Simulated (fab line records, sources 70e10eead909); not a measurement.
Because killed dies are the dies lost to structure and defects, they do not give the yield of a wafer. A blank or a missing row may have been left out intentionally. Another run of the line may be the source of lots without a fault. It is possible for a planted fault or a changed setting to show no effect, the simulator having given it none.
Comparing a struck lot with a sound one | flow nand_harc | 41 out of 1159 route steps
Sound: the wafers L624.1, L624.2, L624.3. Wafers struck: L633.2, L633.3, L633.4. The cause is named last.
For every step that has rows: the tool of each side, followed by ch and its chambers, followed by its first start. Under that, the readings that differ: sound wafers | struck wafers | difference of the means | sigmas: that difference in standard deviations of wafers without a fault.
alike: a reading whose means differ by less than 2 such deviations, as well as words and numbers matching on both sides. not compared: withheld readings; readings where some wafer has no value; bounds like >300 that might hide an equal value; numbers whose values overlap and for which the record gives no deviation.
The two part at a step that has a row with sigmas, a row that says differs or no value, or rows on one side only. Numbers that have no deviation but don't overlap get no sigmas and don't part them. A reading that every wafer of one side lacks parts them only if that side has two wafers or more.

first, 11 steps without rows for these wafers: NHARC_A_CONTACT_ETCH_129 (etches the open film in C4F8/O2/Ar, time 155 s, target depth 956 nm); NHARC_A_CONTACT_ETCH_130 (etches the open film in C4F8/O2/Ar, time 155 s, target depth 956 nm); NHARC_A_CONTACT_ETCH_131 (etches the open film in C4F8/O2/Ar, time 155 s, target depth 956 nm); NHARC_A_CONTACT_ETCH_132 (etches the open film in C4F8/O2/Ar, time 156 s, target depth 958 nm); NHARC_A_CONTACT_ETCH_133 (etches the open film in C4F8/O2/Ar, time 195 s, target depth 840 nm); NHARC_A_CONTACT_ETCH_91 (etches the open film in CH3F/O2, target depth 40 nm, time 85.7 s); NHARC_A_CONTACT_ETCH_97 (etches the open film in C4F6/O2, target depth 20 nm, time 10 s); NHARC_A_CONTACT_STRIP_103 (strips in N2/H2); NHARC_A_CONTACT_STRIP_104 (strips in CF4/CHF3); NHARC_A_CONTACT_STRIP_105 (strips in O2/COS); NHARC_A_CONTACT_ETCH_106 (etches the open film in CF4/O2, target depth 60 nm, overetch 6 nm, time 33 s).
NHARC_A_CONTACT_STRIP_82: strips in O2.
  sound on rie_diel-13 ch 0,2,3, day 19 03:22; struck on rie_diel-06 ch 0,1,2, day 22 03:43
  reading                | sound    | struck   | difference | sigmas
  rf_hours_counter_h (h) | 53 57 58 | 16 18 16 | -39        |
  alike: drypump_motor_current_A, oes_product_au, rf_vpp_V, showerhead_plenum_p_Torr, throttle_valve_pct
then, 26 steps without rows for these wafers: NHARC_A_CONTACT_STRIP_83 (strips in post etch residue remover, time 600 s); NHARC_A_CONTACT_DEP_84 (deposits aC, target thk 2000 nm); NHARC_A_CONTACT_DEP_85 (deposits SiON, target thk 50 nm); NHARC_A_CONTACT_DEHYDRATE_00 (time 120 s); NHARC_A_CONTACT_HMDS_01 (time 30 s); NHARC_A_CONTACT_COAT_86 (time 75 s); NHARC_A_CONTACT_COAT_87 (time 65 s); NHARC_A_CONTACT_COAT_02 (resist thk 90 nm); NHARC_A_CONTACT_SOFTBAKE_03 (time 55 s); NHARC_A_CONTACT_EBR_04; NHARC_A_CONTACT_EXPOSE_05 (exposes mask A CC); NHARC_A_CONTACT_PEB_06 (peb time 65 s); NHARC_A_CONTACT_DEVELOP_07 (develop time 35 s); NHARC_A_CONTACT_DESCUM_13 (chemistry O2, time 3 s); NHARC_A_CONTACT_ETCH_88 (etches the open film in CF4, target depth 39 nm, time 65 s); NHARC_A_CONTACT_ETCH_89 (etches the open film in N2/H2, target depth 260 nm, time 475.3 s); NHARC_A_CONTACT_ETCH_30 (etches the open film in CF4/CHF3, target depth 60.5 nm, time 30.2 s); NHARC_A_CONTACT_ETCH_31 (etches the open film in O2/COS, target depth 2000 nm, time 520 s); NHARC_A_CONTACT_ETCH_134 (etches the open film in C4F8/O2/Ar, time 140 s, target depth 700 nm); NHARC_A_CONTACT_ETCH_135 (etches the open film in C4F8/O2/Ar, time 132 s, target depth 1287 nm); NHARC_A_CONTACT_ETCH_136 (etches the open film in C4F8/O2/Ar, time 132 s, target depth 1287 nm); NHARC_A_CONTACT_ETCH_137 (etches the open film in C4F8/O2/Ar, time 132 s, target depth 1287 nm); NHARC_A_CONTACT_ETCH_138 (etches the open film in C4F8/O2/Ar, time 132 s, target depth 1289 nm); NHARC_A_CONTACT_ETCH_139 (etches the open film in C4F8/O2/Ar, time 137 s, target depth 590 nm); NHARC_A_CONTACT_ETCH_92 (etches the open film in CH3F/O2, target depth 40 nm, time 85.7 s); NHARC_A_CONTACT_ETCH_98 (etches the open film in C4F6/O2, target depth 20 nm, time 10 s).
NHARC_A_M0_DESCUM_14: chemistry O2, time 3 s.
  sound on rie_diel-04 ch 1,2,3, day 20 00:18; struck on rie_diel-11 ch 0,2,3, day 22 16:49
  reading               | sound             | struck          | difference | sigmas
  model.A_M0.cd_nm (nm) | 80.17 80.35 80.93 | 82.75 82.7 82.3 | +2.10      |
  alike: drypump_motor_current_A, oes_product_au, rf_vpp_V, showerhead_plenum_p_Torr, throttle_valve_pct
  not compared: rf_hours_counter_h
NHARC_A_M0_ETCH_15: etches the open film in C4F8/Ar, target depth 150 nm, overetch 15 nm, time 82.5 s.
  sound on rie_diel-04 ch 0,1,2; struck on rie_diel-11 ch 0,2,3
  reading               | sound            | struck           | difference | sigmas
  model.A_M0.cd_nm (nm) | 79.9 80.13 80.82 | 82.7 82.39 82.16 | +2.1       |
  alike: oes_product_au, rf_vpp_V
  not compared: rf_hours_counter_h
NHARC_END_SORT_01:
  sound on prober-01 ch 0, day 21 20:55; struck on prober-02 ch 0, day 24 13:43
  reading         | sound    | struck     | difference | sigmas
  killed_at_array | 26 33 41 | 81 100 115 | +65        | +5
  killed_dies     | 29 36 46 | 85 107 118 | +66        | +6
  alike: killed_at_other, killed_at_periphery, killed_open, killed_short

WHERE THEY PART
Only at NHARC_END_SORT_01, as far as this record shows.

WHY: whatever the simulator had introduced
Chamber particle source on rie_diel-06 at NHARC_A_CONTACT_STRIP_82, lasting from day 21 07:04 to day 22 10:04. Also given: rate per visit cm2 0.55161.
